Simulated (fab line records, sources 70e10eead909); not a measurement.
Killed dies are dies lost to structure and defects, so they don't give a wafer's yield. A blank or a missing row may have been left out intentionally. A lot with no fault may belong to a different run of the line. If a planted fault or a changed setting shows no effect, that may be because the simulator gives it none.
A lot that was struck, set against a sound lot	flow nand harc	13 steps out of a route of 1302
Sound: wafers L414.2, L414.3, L414.5. Struck: wafers L417.1, L417.3, L417.4. The cause is given at the end.
Each step with rows lists, per side, the tool, then ch with its chambers, then its first start. Under that, the readings that differ: sound wafers	struck wafers	difference of the means	sigmas: that difference in standard deviations of wafers without a fault.
alike: same words and numbers on both sides, and readings whose means sit less than 2 such deviations apart. not compared: any withheld reading, any reading some wafer has no value for, any bound like >300 that may hide the same value, and any number with overlapping values for which the record gives no deviation.
A row with sigmas, a row that says differs or no value, or rows on one side alone: a step with any of these is where the two part. Numbers that don't overlap but have no deviation are shown without sigmas and don't part them. A reading missing from all wafers of one side parts the sides only when that side holds two or more wafers.

first, 1 step without rows for these wafers: NHARC_P_M0_SRD_25.
NHARC_P_M0_INSPECT_27:
  sound: defect inspect-02 at day 6 14:37; struck: defect inspect-02 at day 7 23:12
  alike: raw defect count
NHARC_P_M0_PRE_CLEAN_31: time 12 s.
  sound on pecvd-02 ch 0,1, day 6 14:40; struck on pecvd-02 ch 1,2, day 7 23:16
  alike: heater power w
  not compared: since wet clean h
NHARC_P_M0_DEP_32: deposits SiCN, target thk 30 nm.
  sound on pecvd-02 ch 0,1, day 6 14:45; struck on pecvd-02 ch 1,2, day 7 23:21
  alike: heater power w
  not compared: since wet clean h
then, 7 steps without rows for these wafers: NHARC_P_M1_DEP_00 (deposits SiOC, target thk 182.5 nm); NHARC_P_M1_DEHYDRATE_01 (time 120 s); NHARC_P_M1_HMDS_02 (time 30 s); NHARC_P_M1_COAT_34 (time 65 s); NHARC_P_M1_COAT_03 (resist thk 90 nm); NHARC_P_M1_SOFTBAKE_04 (time 55 s); NHARC_P_M1_EBR_05.
NHARC_P_M1_EXPOSE_06: exposes mask P M1, target cd 130 nm.
  struck on arfi scanner-01, day 8 00:26; sound on arfi scanner-02 ch 0, day 6 15:50
  no value came back on the struck wafers for exposure dose mJ cm2, focus offset nm (nm); on the sound wafers exposure dose mJ cm2 reads 81.78 81.74 81.90
  alike: mask
then, 1 step without rows for these wafers: NHARC_P_M1_PEB_07 (peb time 65 s).

== WHERE THEY PART ==
Only at NHARC_P_M1_EXPOSE_06, within this record.

WHY: what the simulator had put in
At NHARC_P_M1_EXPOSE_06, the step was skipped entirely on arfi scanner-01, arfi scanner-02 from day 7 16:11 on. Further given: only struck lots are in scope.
